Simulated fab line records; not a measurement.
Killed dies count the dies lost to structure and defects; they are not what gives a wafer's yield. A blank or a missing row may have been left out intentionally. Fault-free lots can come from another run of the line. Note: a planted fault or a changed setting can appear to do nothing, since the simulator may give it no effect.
A lot that was struck, set against a sound lot || flow nand-harc || 18 steps out of a route of 1302
Sound: these wafers, L321.2, L321.4, L321.6. Struck: wafer L332.5 (left out: L332.1, L332.2 of the same lot, which were not struck); the cause appears at the end.
Order at every step that has rows: each side's tool, ch and its chambers, its first start. Under that, the readings that differ: sound wafers || struck wafers || difference of the means || sigmas: that difference in standard deviations of wafers without a fault.
alike: a reading whose means differ by less than 2 such deviations, as well as words and numbers matching on both sides. not compared: withheld readings; readings where some wafer has no value; bounds like >300 that might hide an equal value; numbers whose values overlap and for which the record gives no deviation.
Wherever a step has rows on one side only, a row that says differs or no value, or a row with sigmas, the two part there. Numbers that don't overlap but have no deviation are shown without sigmas and don't part them. Lack of a reading on every wafer of one side parts them only where that side has two or more wafers.

first, 9 steps without rows for these wafers: NHARC_THIN_TSV_PVD_24 (deposits Al, target thk 800 nm); NHARC_THIN_TSV_DEHYDRATE_25 (time 120 s); NHARC_THIN_TSV_HMDS_26 (time 30 s); NHARC_THIN_TSV_COAT_27; NHARC_THIN_TSV_SOFTBAKE_28 (time 95 s); NHARC_THIN_TSV_EBR_29; NHARC_THIN_TSV_EXPOSE_30 (exposes mask PAD); NHARC_THIN_TSV_PEB_31 (peb time 85 s); NHARC_THIN_TSV_DEVELOP_32 (time 70 s).
NHARC_THIN_TSV_CD_MEAS_33: target cd 5000 nm.
  sound on cd-sem-02 ch 0, day 25 19:44; struck on cd-sem-02 ch 0, day 31 10:43
  alike: cd-nm
then, 1 step without rows for these wafers: NHARC_THIN_TSV_HARDBAKE_34 (time 80 s).
NHARC_THIN_TSV_DESCUM_35: chemistry O2, time 3 s.
  sound on rie-diel-10 ch 1,2,3, day 25 19:54; struck on rie-diel-04 ch 1, day 31 10:53
  alike: drypump-motor-current-A, oes-product-au, rf-vpp-V, showerhead-plenum-p-Torr, throttle-valve-pct
  not compared: rf-hours-counter-h
NHARC_THIN_TSV_ETCH_59: etches the open film in Cl2/BCl3, target depth 880 nm, time 138.1 s.
  sound on rie-metal-02 ch 0, day 25 20:06; struck on rie-metal-03 ch 1, day 31 11:01
{"reading": "oes-product-au (a.u.)", "sound": "0.997 1.002 1.001", "struck": 1.410, "difference": "+0.410", "sigmas": "+57"}
  alike: drypump-motor-current-A, throttle-valve-pct
  not compared: rf-hours-counter-h
NHARC_THIN_TSV_ETCH_36: etches the open film in Cl2/BCl3, target depth 65 nm, time 18.571 s.
  sound on rie-metal-02 ch 0, day 25 20:31; struck on rie-metal-03 ch 1, day 31 11:16
{"reading": "oes-product-au (a.u.)", "sound": "1.003 1.003 1.011", "struck": 0.987, "difference": -0.019, "sigmas": -2}
  alike: drypump-motor-current-A
  not compared: rf-hours-counter-h
NHARC_THIN_TSV_STRIP_56: strips in O2.
  sound on plasma-asher-02 ch 0,1, day 25 20:50; struck on plasma-asher-01 ch 0, day 31 11:22
  alike: drypump-motor-current-A, heater-power-w, rf-refl-power-W
  not compared: rf-hours-counter-h
then, 1 step without rows for these wafers: NHARC_THIN_TSV_STRIP_57 (strips in post etch residue remover, time 1200 s).
NHARC_THIN_TSV_CD_MEAS_37:
  sound on cd-sem-03, day 25 21:38; struck on cd-sem-03, day 31 12:09
{"reading": "cd-nm (nm)", "sound": "4994.4 4999.7 5000.2", "struck": 4974.7, "difference": -23.4, "sigmas": -10}
then, 1 step without rows for these wafers: NHARC_THIN_TSV_ANNEAL_58 (time 1800 s).

WHERE THEY PART
Earliest at NHARC_THIN_TSV_ETCH_59; latest, in this record, at NHARC_THIN_TSV_CD_MEAS_37.

WHY: what the simulator had put in
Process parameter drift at NHARC_THIN_TSV_ETCH_59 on rie-metal-03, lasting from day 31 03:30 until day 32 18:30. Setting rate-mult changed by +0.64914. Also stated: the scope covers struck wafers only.
